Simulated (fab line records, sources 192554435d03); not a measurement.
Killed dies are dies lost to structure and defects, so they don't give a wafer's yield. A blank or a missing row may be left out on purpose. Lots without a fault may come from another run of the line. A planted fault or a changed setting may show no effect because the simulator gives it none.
A struck lot beside a sound one | flow n5_finfet | 16 steps out of a route of 1938
Sound: wafers L712.1, L712.2, L712.6. Struck: wafers L727.3, L727.4, L727.6. The cause comes at the end.
At each step with rows: each side's tool, then ch and its chambers, then its first start. Under that, the readings that differ: sound wafers | struck wafers | difference of the means | sigmas: that difference in standard deviations of wafers without a fault.
alike: readings whose means differ by less than 2 such deviations, and words and numbers that are the same on both sides. not compared: withheld readings, readings that some wafer has no value for, bounds like >300 that may hide the same value, and numbers for which the record gives no deviation and whose values overlap.
The two part at a step that has a row with sigmas, a row that says differs or no value, or rows on one side only. Numbers that don't overlap but have no deviation are shown without sigmas and don't part them. A reading that every wafer of one side lacks parts them only if that side has two wafers or more.

first, 4 steps without rows for these wafers: N5_SD_EPI_N_WET_ETCH_43 (etches SiO2 in dHF, time 14 s, target depth 1.5 nm); N5_SD_EPI_N_STRIP_18 (strips in SPM, time 750 s); N5_SD_EPI_N_SRD_20 (time 30 s); N5_SD_EPI_N_PRECLEAN_48 (cleans in NF3:NH3, afs cycles 2, time 20 s, sublimation time 60 s).
N5_SD_EPI_N_VAPOR_ETCH_50: etches Si in HCl, time 54 s.
  sound on epi_rpcvd-02 ch 0, day 3 05:09; struck on epi_rpcvd-02 ch 0, day 6 21:05
  alike: throttle_valve_pct
then, 1 step without rows for these wafers: N5_SD_EPI_N_EPI_21 (deposits Si:P, time 690 s).
N5_SD_EPI_N_EPI_MEAS_23:
  sound on film_metro-01, day 3 07:02; struck on film_metro-02, day 6 22:55
  alike: thk_nm
then, 3 steps without rows for these wafers: N5_SD_EPI_N_PRECLEAN_24 (cleans in O3/DIW, time 60 s); N5_SD_EPI_N_SRD_25 (time 30 s); N5_SD_EPI_N_PRECLEAN_49 (cleans in NF3:NH3, afs cycles 1, time 20 s, sublimation time 60 s).
N5_SD_EPI_N_LINER_46: material SiNx, target thk 3 nm.
  sound on ald_sin-03 ch 0,2,3, day 3 07:23; struck on ald_sin-04 ch 0,3, day 6 23:25
  alike: heater_power_w
N5_SD_EPI_N_INSPECT_26: inspects for defects (darkfield).
  sound on defect_inspect-01, day 3 07:38; struck on defect_inspect-01, day 6 23:40
  alike: raw_defect_count
N5_SD_EPI_P_COAT_34: time 60 s, resist thk 350 nm.
  sound on litho_track-04 ch 0, day 3 07:40; struck on litho_track-04 ch 0, day 6 23:41
  reading                  | sound                | struck               | difference | sigmas
  heater_power_total_W (W) | 498.5 500.5 498.4    | 815.3 816.7 816.3    | +317.0     | +99 or more
  plate_temp_C (C)         | 249.79 249.72 249.88 | 262.21 262.19 262.26 | +12.42     | +65
  resist_line_temp_C (C)   | 23.31 23.13 23.19    | 23.00 22.97 22.81    | -0.28      | -2
then, 1 step without rows for these wafers: N5_SD_EPI_P_COAT_35 (time 60 s, resist thk 35 nm).
-- the record jumps here: 8 days lie between the struck wafers' starts before and after (it left off in module SD_EPI_P and takes up again in module BEOL_M4, whose first step shown is number 1111 of the route) --
N5_BEOL_M4_RC_MEAS_101:
  sound on prober-01 ch 0, day 12 06:59; struck on prober-01 ch 0, day 15 09:11
  reading        | sound          | struck         | difference | sigmas
  IOFF_N (nA/um) | 0.26 0.26 0.18 | 0.16 0.13 0.16 | -0.08      | -2
  IOFF_P (nA/um) | 0.37 0.35 0.27 | 0.22 0.18 0.22 | -0.12      | -3
  VT_P (mV)      | -240 -240 -244 | -250 -254 -251 | -10        | -3
  alike: DIBL_N, DIBL_P, ION_N, ION_P, SS_N, SS_P, VT_N
then, 1 step without rows for these wafers: N5_PASSIVATION_PROBE_49.

WHERE THEY PART
First at N5_SD_EPI_P_COAT_34; last, within this record, at N5_BEOL_M4_RC_MEAS_101.

WHY: what the simulator had put in
Process parameter drift: litho_track-04, from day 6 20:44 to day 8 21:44, at N5_SD_EPI_P_COAT_34. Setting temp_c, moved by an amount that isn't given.
